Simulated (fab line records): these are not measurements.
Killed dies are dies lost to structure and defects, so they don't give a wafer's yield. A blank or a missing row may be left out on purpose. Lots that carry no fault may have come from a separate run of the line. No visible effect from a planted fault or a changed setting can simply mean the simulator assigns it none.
3 desks, one fault | flow nand harc | every desk sees just its own numbers, and what lay behind them comes last

METROLOGY DESK
Means of the sampled wafers that have a number, per lot and without regard to the tool the lot ran on: this is what the gauges read. The brackets show how far a lot's mean lies from the usual mean; more than 4 standard deviations puts the lot out of limits, marked OUT.
Columns: A = cd nm at NHARC_A_CONTACT_CD_MEAS_42, usual 299.9 nm
lot  | first seen here | A
L202 | day 21 20:10    | 299.7
L207 | day 24 01:08    | 300.2
L208 | day 24 10:48    | 300.0
L209 | day 24 11:41    | 300.4
L212 | day 26 08:37    | 299.6
L213 | day 26 15:21    | 299.4
L216 | day 27 12:25    | 316.8 (+29) OUT
L220 | day 28 15:01    | 313.6 (+23) OUT
L219 | day 29 11:54    | 300.1
L224 | day 30 18:25    | 300.5
L225 | day 30 19:05    | 299.4
This desk's verdict: out of limits on L216, L220, starting with L216 at day 27 12:25 (cd nm at NHARC_A_CONTACT_CD_MEAS_42). Within limits: L202, L207, L208, L209, L212, L213, L219, L224, L225.

DESK OF THE TOOL OWNER: arfi scanner-03
The tool's own readings at NHARC_A_CONTACT_EXPOSE_39 (exposes mask A CC 3): means of the sampled wafers that have a number, for each lot that ran on this tool. The brackets show how far a lot's mean lies from the usual mean; more than 4 standard deviations puts the lot out of limits, marked OUT.
Columns: A = exposure dose mJ cm2 at NHARC_A_CONTACT_EXPOSE_39, usual 58.79
lot  | first seen here | A
L207 | day 24 01:00    | 58.72
L212 | day 26 08:29    | 58.80
L216 | day 27 12:16    | 79.75 (+99 or more) OUT
L220 | day 28 14:53    | 75.61 (+99 or more) OUT
This desk's verdict: out of limits on L216, L220, starting with L216 at day 27 12:16 (exposure dose mJ cm2 at NHARC_A_CONTACT_EXPOSE_39). Within limits: L207, L212.

THE DEFECT DESK
Lot by lot, what the route's inspections counted, given as the mean of those sampled wafers with a number. The brackets show how far a lot's mean lies from the usual mean; more than 4 standard deviations puts the lot out of limits, marked OUT.
Columns: A = raw defect count at NHARC_A_CONTACT_INSPECT_44, usual 80
lot  | first seen here | A
L202 | day 21 20:17    | 24
L207 | day 24 01:16    | 55
L208 | day 24 10:56    | 71
L209 | day 24 11:49    | 109
L212 | day 26 08:45    | 79
L213 | day 26 15:28    | 15
L216 | day 27 12:32    | 96
L220 | day 28 15:09    | 55
L219 | day 29 12:02    | 58
L224 | day 30 18:32    | 106
L225 | day 30 19:12    | 39
This desk found nothing out of limits on any of the 11 lots.

TAKEN TOGETHER
At day 27 12:16, on L216, L220, the tool owner's desk was in a position to raise an alarm.
On L216, L220, the metrology desk was in a position to raise an alarm at day 27 12:25.
Nothing the defect desk looked at was out of limits.
The defect desk has L216, L220 on record, within its limits.
Of the lots named, all ran NHARC_A_CONTACT_EXPOSE_39 on arfi scanner-03.

WHAT THE SIMULATOR PUT IN
Process parameter drift: arfi scanner-03, from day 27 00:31 on, at NHARC_A_CONTACT_EXPOSE_39. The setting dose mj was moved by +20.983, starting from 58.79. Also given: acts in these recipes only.
Struck lots among those shown: L216, L220.
Hours from the fault's start to each desk's first reading out of limits: the tool owner's desk, 12; the metrology desk, 12.
